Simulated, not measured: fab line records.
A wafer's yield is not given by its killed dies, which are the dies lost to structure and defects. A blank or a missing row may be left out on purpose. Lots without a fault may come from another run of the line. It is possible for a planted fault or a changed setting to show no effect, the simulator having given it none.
The tool behind it: which one? | flow nand harc | 39 wafers from 13 lots sampled at 6 of the route's 1302 steps

## WHAT THE GAUGES READ, wafer by wafer
NHARC_A_CHANNEL_FILL_D1_INSPECT_13. Usual: raw defect count 295, standard deviation 130.
lot  | measured     | on                | raw defect count | flag
L149 | day 10 21:50 | defect inspect-02 | 209 231 241      |
L150 | day 11 06:11 | defect inspect-01 | 675 387 396      |
L151 | day 12 01:55 | defect inspect-02 | 266 458 189      |
L153 | day 12 20:14 | defect inspect-01 | 360 227 377      |
L155 | day 13 08:44 | defect inspect-02 | 333 301 379      |
L157 | day 14 03:52 | defect inspect-01 | 243 287 217      |
L158 | day 14 17:19 | defect inspect-02 | 322 188 317      |
L159 | day 15 04:07 | defect inspect-02 | 300 244 232      |
L163 | day 16 19:39 | defect inspect-02 | 217 268 222      |
L166 | day 17 23:58 | defect inspect-02 | 292 157 294      |
L167 | day 18 03:40 | defect inspect-02 | 252 332 350      |
L168 | day 18 13:56 | defect inspect-02 | 482 581 327      |
L170 | day 19 11:28 | defect inspect-02 | 332 403 573      |

NHARC_A_ONON_D2_THK_MEAS_11: measures by ellipsometry. Usual: thk nm 1002 nm, standard deviation 7.9.
lot  | measured     | on            | thk nm (nm)                   | flag
L149 | day 12 14:04 | film metro-02 | 1003 1000 1000                |
L150 | day 12 19:42 | film metro-01 | 1012 1012 1012                |
L151 | day 13 15:19 | film metro-02 | 1008 1008 1006                |
L153 | day 14 13:19 | film metro-02 | 998 998 998                   |
L155 | day 15 04:21 | film metro-02 | 999 999 997                   |
L157 | day 15 17:43 | film metro-01 | 1457 1454 1453 1454 1452 1455 | OFF
L158 | day 16 04:28 | film metro-01 | 1008 1009 1008                |
L159 | day 16 20:07 | film metro-01 | 1468 1467 1467 1466 1467 1468 | OFF
L163 | day 18 12:09 | film metro-02 | 1007 1008 1007                |
L166 | day 19 11:38 | film metro-01 | 1011 1010 1009                |
L167 | day 19 22:16 | film metro-01 | 990 989 992                   |
L168 | day 20 14:36 | film metro-01 | 999 1000 1001                 |
L170 | day 21 03:41 | film metro-01 | 999 1002 1001                 |

NHARC_A_ONON_D2_THK_MEAS_18: measures by ellipsometry. Usual: thk nm 1002 nm, standard deviation 11.
lot  | measured     | on            | thk nm (nm)    | flag
L149 | day 12 22:26 | film metro-01 | 997 998 999    |
L150 | day 13 04:16 | film metro-01 | 996 997 1000   |
L151 | day 13 23:53 | film metro-01 | 991 990 992    |
L153 | day 14 21:15 | film metro-02 | 997 994 996    |
L155 | day 15 12:39 | film metro-02 | 1000 1000 1001 |
L158 | day 16 12:43 | film metro-01 | 1028 1026 1026 |
L163 | day 18 23:13 | film metro-02 | 998 999 999    |
L166 | day 19 19:28 | film metro-01 | 1017 1017 1018 |
L167 | day 20 06:28 | film metro-01 | 982 982 981    |
L168 | day 20 22:34 | film metro-01 | 986 987 987    |
L170 | day 21 15:51 | film metro-01 | 1013 1011 1009 |

NHARC_END_SORT_01. Usual: defect limited yield 91.4 %, standard deviation 2.7; killed at array 53, standard deviation 18; killed at other 1.0, standard deviation 1.2; killed at periphery 3.6, standard deviation 2.4; killed dies 58, standard deviation 18; killed open 3.4, standard deviation 1.8; killed short 2.3, standard deviation 1.5; sort_bin_2_pct 3.1 %, standard deviation 1.2; sort_bin_3_pct 0.7 %, standard deviation 0.39; sort_bin_4_pct 4.8 %, standard deviation 1.6; sort n pass 619, standard deviation 18; sort rim yield pct 88 %, standard deviation 4.1; sort yield pct 91.4 %, standard deviation 2.7.
lot  | measured     | on        | defect limited yield (%) | killed at array | killed at other | killed at periphery | killed dies | killed open | killed short | sort_bin_2_pct (%) | sort_bin_3_pct (%) | sort_bin_4_pct (%) | sort n pass | sort rim yield pct (%) | sort yield pct (%) | flag
L149 | day 24 20:22 | prober-02 | 96.2 95.3 96.2           | 23 26 20        | 0 1 0           | 3 5 6               | 26 32 26    | 2 8 1       | 2 1 2        | 1.3 1.3 1.2        | 0.1 0 0.4          | 2.4 3.4 2.2        | 651 645 651 | 94 96 93               | 96.2 95.3 96.2     |
L150 | day 24 19:35 | prober-01 | 88.0 87.4 85.8           | 76 76 88        | 0 1 1           | 5 8 7               | 81 85 96    | 4 3 7       | 4 2 1        | 4.6 5.8 5.0        | 0.9 0.4 1.0        | 6.5 6.4 8.1        | 596 592 581 | 92 82 85               | 88.0 87.4 85.8     |
L151 | day 25 04:14 | prober-01 | 88.8 84.8 90.0           | 72 100 68       | 0 1 0           | 4 2 0               | 76 103 68   | 6 8 2       | 1 3 3        | 3.8 4.9 3.7        | 1.2 1.3 1.5        | 6.2 9.0 4.9        | 601 574 609 | 94 88 84               | 88.8 84.8 90.0     |
L153 | day 27 06:40 | prober-01 | 90.5 92.0 89.8           | 59 54 63        | 4 0 1           | 1 0 5               | 64 54 69    | 1 4 1       | 3 0 3        | 3.1 2.8 4.1        | 0.9 0.6 0.6        | 5.5 4.6 5.5        | 613 623 608 | 93 87 93               | 90.5 92.0 89.8     |
L155 | day 27 21:28 | prober-01 | 88.6 90.8 90.1           | 72 61 65        | 0 0 0           | 5 1 2               | 77 62 67    | 4 2 4       | 1 1 1        | 5.0 3.7 3.2        | 0.9 0.7 0.7        | 5.5 4.7 5.9        | 600 615 610 | 85 88 89               | 88.6 90.8 90.1     |
L158 | day 28 04:25 | prober-02 | 91.7 92.5 93.2           | 48 39 40        | 1 0 0           | 7 12 6              | 56 51 46    | 4 4 3       | 3 1 0        | 2.4 3.4 2.5        | 0.7 0.7 0.7        | 5.2 3.4 3.5        | 621 626 631 | 85 86 85               | 91.7 92.5 93.2     |
L163 | day 30 21:41 | prober-01 | 87.7 86.3 88.3           | 71 84 74        | 1 2 0           | 11 7 5              | 83 93 79    | 4 5 2       | 2 2 2        | 4.3 4.4 4.1        | 1.2 1.3 0.7        | 6.8 8.0 6.8        | 594 584 598 | 88 77 90               | 87.7 86.3 88.3     |
L166 | day 31 12:59 | prober-02 | 94.5 94.4 95.7           | 35 34 27        | 0 1 1           | 2 3 1               | 37 38 29    | 5 0 2       | 1 2 0        | 1.3 2.1 1.8        | 0.4 0.3 0          | 3.7 3.2 2.5        | 640 639 648 | 92 92 91               | 94.5 94.4 95.7     |
L167 | day 31 20:47 | prober-02 | 90.0 90.0 87.1           | 62 66 85        | 0 0 0           | 6 2 2               | 68 68 87    | 5 2 4       | 2 5 4        | 3.4 4.4 4.6        | 0.4 1.2 0.6        | 6.2 4.4 7.7        | 609 609 590 | 84 83 81               | 90.0 90.0 87.1     |
L168 | day 32 21:18 | prober-01 | 93.4 91.7 92.2           | 44 53 50        | 0 0 0           | 1 3 3               | 45 56 53    | 2 4 3       | 2 2 1        | 2.8 2.8 3.5        | 0.6 0.6 0.6        | 3.2 4.9 3.7        | 632 621 624 | 86 83 81               | 93.4 91.7 92.2     |
L170 | day 33 10:32 | prober-02 | 88.8 93.8 91.4           | 68 34 54        | 4 2 2           | 4 6 2               | 76 42 58    | 5 2 4       | 4 1 3        | 4.4 2.2 2.5        | 0.4 0.7 0.9        | 6.4 3.2 5.2        | 601 635 619 | 81 89 88               | 88.8 93.8 91.4     |

## WHICH TOOL RAN EACH LOT (tool, then ch and the chambers of the sampled wafers, then the start)
lot  | NHARC_A_DECK1_JOINT_ETCHBACK_07  | NHARC_A_ONON_D2_DEP_09
L149 | rie si-03 ch 0,1,2, day 10 21:54 | pecvd onon-02 ch 0, day 12 13:37
L150 | rie si-05 ch 0,2,3, day 11 06:16 | pecvd onon-03 ch 0, day 12 19:11
L151 | rie si-01 ch 1,2,3, day 12 01:58 | pecvd onon-02 ch 0, day 13 14:52
L153 | rie si-01 ch 1,2, day 12 20:19   | pecvd onon-02 ch 0, day 14 12:58
L155 | rie si-03 ch 0,3, day 13 08:47   | pecvd onon-02 ch 0, day 15 03:56
L157 | rie si-05 ch 0,1,2, day 14 03:56 | pecvd onon-02 ch 0, day 15 17:16
L158 | rie si-05 ch 0,2, day 14 17:23   | pecvd onon-04 ch 0, day 16 04:01
L159 | rie si-05 ch 1,2,3, day 15 04:11 | pecvd onon-02 ch 0, day 16 19:37
L163 | rie si-01 ch 0,3, day 16 19:43   | pecvd onon-04 ch 0, day 18 11:42
L166 | rie si-03 ch 1,3, day 18 00:02   | pecvd onon-04 ch 0, day 19 11:05
L167 | rie si-03 ch 0,1,2, day 18 03:43 | pecvd onon-02 ch 0, day 19 21:45
L168 | rie si-05 ch 1,2,3, day 18 14:00 | pecvd onon-02 ch 0, day 20 14:13
L170 | rie si-03 ch 2,3, day 19 11:32   | pecvd onon-02 ch 0, day 21 03:20
- NHARC_A_DECK1_JOINT_ETCHBACK_07: etches the open film in HBr, target depth 105 nm, time 26.9 s.
- NHARC_A_ONON_D2_DEP_09: target thk 1000 nm.

## WHAT THE TOOLS THEMSELVES READ (means of the sampled wafers that have a number; where no wafer has one, the mark that the record gives instead)
NHARC_A_DECK1_JOINT_ETCHBACK_07. Usual: drypump motor current A 5.5 A, standard deviation 0.51; oes product au 1.001 a.u., standard deviation 0.011; rf fwd power W 343.7 W, standard deviation 1.7; throttle valve pct 23.266 %, standard deviation 0.009.
lot  | tool      | drypump motor current A (A) | oes product au (a.u.) | rf fwd power W (W) | throttle valve pct (%) | flag
L149 | rie si-03 | 5.4                         | 1.003                 | 342.7              | 23.263                 |
L150 | rie si-05 | 6.0                         | 1.011                 | 342.4              | 23.267                 |
L151 | rie si-01 | 5.2                         | 1.002                 | 344.7              | 23.253                 |
L153 | rie si-01 | 5.3                         | 0.982                 | 345.9              | 23.261                 |
L155 | rie si-03 | 5.5                         | 0.994                 | 345.6              | 23.281                 |
L157 | rie si-05 | 5.6                         | 1.007                 | 343.6              | 23.264                 |
L158 | rie si-05 | 5.9                         | 1.011                 | 344.2              | 23.261                 |
L159 | rie si-05 | 5.6                         | 1.000                 | 343.0              | 23.264                 |
L163 | rie si-01 | 5.6                         | 0.994                 | 343.5              | 23.264                 |
L166 | rie si-03 | 4.9                         | 0.986                 | 343.1              | 23.267                 |
L167 | rie si-03 | 5.4                         | 0.990                 | 343.0              | 23.267                 |
L168 | rie si-05 | 5.6                         | 1.013                 | 341.9              | 23.266                 |
L170 | rie si-03 | 5.4                         | 1.005                 | 342.7              | 23.265                 |

## THE ANSWER, worked out from the rows above alone
Rule: take the mean of a lot's wafers that have a number; if it is more than 3 standard deviations from the usual mean, the lot is off. Also off: a lot with no number at a reading for which 4 or more lots have one. The other lots that the step has rows for count as sound. The gauges are gone through in route order, then the tools' own readings, and for those a lot's mean is taken as printed above. At the first step where some lot is off, the reading lying furthest off is the one used; lots without a number count as furthest.
Off, at NHARC_A_ONON_D2_THK_MEAS_11 on thk nm: L157, L159.
A tool fits if, at a process step before that reading, it ran every lot that is off, and no sound lot after the first of them. The gauges at NHARC_A_ONON_D2_THK_MEAS_11 are tried like those tools. None of those tried fits.

## WHAT HAD BEEN PUT IN BY THE SIMULATOR
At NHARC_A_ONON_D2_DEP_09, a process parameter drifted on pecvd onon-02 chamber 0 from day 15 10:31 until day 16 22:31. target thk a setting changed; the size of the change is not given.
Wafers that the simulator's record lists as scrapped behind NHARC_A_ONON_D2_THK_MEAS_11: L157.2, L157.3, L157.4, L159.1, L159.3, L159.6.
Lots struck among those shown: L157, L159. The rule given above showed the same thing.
